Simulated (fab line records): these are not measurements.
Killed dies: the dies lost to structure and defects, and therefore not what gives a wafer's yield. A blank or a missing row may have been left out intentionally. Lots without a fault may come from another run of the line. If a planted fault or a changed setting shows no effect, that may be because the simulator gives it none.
A single fault, viewed from 3 desks    flow n5_finfet    every desk sees just its own numbers, and what lay behind them comes last

AT THE METROLOGY DESK
Means of the sampled wafers that have a number, per lot and without regard to the tool the lot ran on: this is what the gauges read. Marked OUT: a lot whose mean sits more than 4 standard deviations from the usual mean, which makes it out of limits; the brackets give that distance.
Columns: A = cd_nm at N5_BEOL_M11_CD_MEAS_28, usual 70.2 nm; B = V10_OVL at N5_BEOL_M11_OVL_MEAS_29, usual -0.4 nm
lot   first seen here  A     B
L993  day 13 07:30     70.5  -0.1
L994  day 13 17:32     69.9  -0.5
L100  day 15 01:29     69.7  -0.3
L103  day 15 14:25     70.4  0.3
L109  day 17 16:32     70.0  -0.6
L110  day 17 22:28     69.9  -0.7
Finding of this desk: none of the 6 lots has anything out of limits.

AT THE TOOL OWNER'S DESK: rie_diel-04
The tool's own readings at N5_BEOL_M11_ETCH_66 (etches SOC in N2/H2, target depth 120 nm, overetch 24 nm, time 180 s): means of the sampled wafers that have a number, for each lot that ran on this tool. Marked OUT: a lot whose mean sits more than 4 standard deviations from the usual mean, which makes it out of limits; the brackets give that distance.
Columns: A = drypump_motor_current_A at N5_BEOL_M11_ETCH_66, usual 5.8 A; B = oes_product_au at N5_BEOL_M11_ETCH_66, usual 0.64 a.u.; C = rf_vpp_V at N5_BEOL_M11_ETCH_66, usual 524.4 V; D = showerhead_plenum_p_Torr at N5_BEOL_M11_ETCH_66, usual 2.56 Torr; E = throttle_valve_pct at N5_BEOL_M11_ETCH_66, usual 17.84 %
lot   first seen here  A    B     C      D     E
L993  day 13 07:46     5.8  0.67  524.6  2.57  17.79
L100  day 15 01:40     5.7  0.69  526.0  2.63  17.66
L103  day 15 14:35     6.1  0.63  522.8  2.50  17.91
Finding of this desk: none of the 3 lots has anything out of limits.

THE DEFECT DESK
Per lot, the means of the sampled wafers with a number show what the inspections along the route counted. Marked OUT: a lot whose mean sits more than 4 standard deviations from the usual mean, which makes it out of limits; the brackets give that distance.
Columns: A = raw_defect_count at N5_BEOL_M11_INSPECT_30, usual 393
lot   first seen here  A
L993  day 13 07:36     394
L994  day 13 17:35     506
L100  day 15 01:32     396
L103  day 15 14:28     365
L109  day 17 16:36     482
L110  day 17 22:32     359
Finding of this desk: none of the 6 lots has anything out of limits.

TAKEN TOGETHER
Metrology desk: nothing out of limits seen.
The tool owner's desk saw nothing out of limits.
Nothing the defect desk looked at was out of limits.

WHAT WAS PUT IN BY THE SIMULATOR
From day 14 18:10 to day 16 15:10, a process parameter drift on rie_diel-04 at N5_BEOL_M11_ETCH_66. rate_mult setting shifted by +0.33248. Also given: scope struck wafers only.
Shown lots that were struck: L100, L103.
